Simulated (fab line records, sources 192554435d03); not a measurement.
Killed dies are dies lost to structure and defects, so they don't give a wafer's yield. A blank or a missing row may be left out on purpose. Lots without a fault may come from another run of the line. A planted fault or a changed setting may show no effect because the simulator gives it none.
Split-lot experiment | flow n5_finfet | 7 lots, 39 wafers read, on a route of 1938 steps

THE SPLIT
At N5_BEOL_M12_SPUTTER_44 (material Ta, target thk 10 nm, time 16.13 s), the setting target_thk_a was moved away from the recipe's 100 angstrom on 18 of the 39 wafers read, by -54.6% to +26.1%. The other wafers ran this setting at the recipe's value.

FROM THE SPLIT TO THE READING: what the file shows between them, 3 steps
- N5_BEOL_M12_SPUTTER_45: material Cu, target thk 80 nm, time 13.33 s
- N5_BEOL_M12_ECD_47: material Cu, target thk 720 nm
- N5_BEOL_M12_ANNEAL_48: time 90 s

THE READING
barrier_field_endpoint_s, in s, at N5_BEOL_M12_CMP_49 (polishes, stops on SiOC, t overpolish 20.6 s, target thk 320 nm). Fault-free wafers of this fab line usually give 30.6 s, standard deviation 0.82 s.

wafer  | tool, chamber at the split | target_thk_a as run, angstrom | against the recipe | barrier_field_endpoint_s, s | against lot-mates on the recipe
L076.1 | pvd_sputter-03, -          | 62.06                         | -37.9%             | 26.2                        | -4.4
L076.2 | pvd_sputter-03, -          | 100                           | recipe             | 30.8                        | -
L076.3 | pvd_sputter-03, -          | 100                           | recipe             | 31.1                        | -
L076.4 | pvd_sputter-03, -          | 62.06                         | -37.9%             | 25.6                        | -5.0
L076.6 | pvd_sputter-03, -          | 62.06                         | -37.9%             | 26.8                        | -3.8
L076.5 | pvd_sputter-03, -          | 100                           | recipe             | 29.9                        | -
L078.2 | pvd_sputter-01, -          | 64.38                         | -35.6%             | 26.0                        | -4.3
L078.4 | pvd_sputter-01, -          | 100                           | recipe             | 30.7                        | -
L078.1 | pvd_sputter-01, -          | 64.38                         | -35.6%             | 27.0                        | -3.3
L078.3 | pvd_sputter-01, -          | 100                           | recipe             | 30.0                        | -
L078.5 | pvd_sputter-01, -          | 64.38                         | -35.6%             | 26.3                        | -4.0
L078.6 | pvd_sputter-01, -          | 100                           | recipe             | 30.3                        | -
L083.4 | pvd_sputter-03, -          | 100                           | recipe             | 31.5                        | -
L083.2 | pvd_sputter-03, -          | 100                           | recipe             | 29.9                        | -
L083.1 | pvd_sputter-03, -          | 61.76                         | -38.2%             | 25.8                        | -5.1
L083.3 | pvd_sputter-03, -          | 61.76                         | -38.2%             | 25.4                        | -5.5
L083.6 | pvd_sputter-03, -          | 100                           | recipe             | 31.3                        | -
L083.5 | pvd_sputter-03, -          | 61.76                         | -38.2%             | 25.3                        | -5.6
L084.2 | pvd_sputter-03, -          | 100                           | recipe             | 30.7                        | -
L084.1 | pvd_sputter-03, -          | 100                           | recipe             | 30.5                        | -
L084.4 | pvd_sputter-03, -          | 126.1                         | +26.1%             | 32.7                        | +2.4
L084.3 | pvd_sputter-03, -          | 100                           | recipe             | 29.6                        | -
L084.6 | pvd_sputter-03, -          | 126.1                         | +26.1%             | 34.4                        | +4.1
L084.5 | pvd_sputter-03, -          | 126.1                         | +26.1%             | 33.3                        | +3.0
L093.1 | pvd_sputter-01, -          | 100                           | recipe             | 30.7                        | -
L093.4 | pvd_sputter-01, -          | 45.35                         | -54.6%             | 25.0                        | -5.9
L093.2 | pvd_sputter-01, -          | 100                           | recipe             | 30.9                        | -
L093.3 | pvd_sputter-01, -          | 45.35                         | -54.6%             | 24.9                        | -6.0
L093.6 | pvd_sputter-01, -          | 45.35                         | -54.6%             | 24.1                        | -6.8
L093.5 | pvd_sputter-01, -          | 100                           | recipe             | 31.0                        | -
L094.2 | pvd_sputter-03, -          | 100                           | recipe             | 30.2                        | -
L094.3 | pvd_sputter-03, -          | 100                           | recipe             | 30.8                        | -
L094.4 | pvd_sputter-03, -          | 71.24                         | -28.8%             | 27.1                        | -3.5
L094.1 | pvd_sputter-03, -          | 71.24                         | -28.8%             | 26.9                        | -3.7
L094.6 | pvd_sputter-03, -          | 71.24                         | -28.8%             | 26.5                        | -4.1
L094.5 | pvd_sputter-03, -          | 100                           | recipe             | 30.9                        | -
L096.3 | pvd_sputter-02, -          | 100                           | recipe             | 30.3                        | -
L096.6 | pvd_sputter-02, -          | 100                           | recipe             | 29.9                        | -
L096.5 | pvd_sputter-02, -          | 100                           | recipe             | 30.6                        | -

THE FIT
A straight line over all 39 wafers: barrier_field_endpoint_s changes by +0.115 s for each +1% of target_thk_a; r = +0.98; the points scatter about the line by 0.54 s.
The same after taking each lot's own level away (the mean of its wafers on the recipe; 39 wafers): +0.12 s for each +1%; r = +0.98; scatter 0.53 s.
On that fit, the largest move of target_thk_a shifts the reading by 6.6 s.
The lots' own levels span 30.27 to 30.90 s, that is 0.8 times the standard deviation above.
So the lot-to-lot level changes the slope little: the two slopes agree.
Check: with one of the wafers moved furthest among these (-54.6%) left out of the fit, the line predicts -6.68 s for it against its lot-mates. It came out at -5.87 s against them.

OTHER SPLITS ON THESE WAFERS
These wafers also went through other splits before the reading. Each is held against what the fit with the lots' levels taken away leaves over:
other split on the same wafers    | wafers away from the commonest value | r with barrier_field_endpoint_s (lot level and that fit taken away)
N5_BEOL_M6_HM_DEP_02 target_thk_a | 15                                   | +0.21
N5_BEOL_M8_DESCUM_16 time_s       | 15                                   | -0.23
N5_BEOL_M9_DEP_56 time_s          | 12                                   | -0.14

THE WHOLE CHAIN: every reading that the file lists as answering this split, in the file's order
step                   | what it does                                                    | reading                                                                           | change (the file's fit)                | r (the file's)
N5_BEOL_M12_SPUTTER_44 | material Ta, target thk 10 nm, time 16.13 s                     | Ta_of_BEOL_M12_SPUTTER_44.thk_nm (the simulator's own value, which no gauge read) | +0.0988 nm for each +1% of the setting | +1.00
N5_BEOL_M12_CMP_49     | polishes, stops on SiOC, t overpolish 20.6 s, target thk 320 nm | barrier_field_endpoint_s                                                          | +0.12 s for each +1% of the setting    | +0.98

THE FILE'S OWN FIT
barrier_field_endpoint_s changes by +0.12 s for each +1% of target_thk_a, r = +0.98.
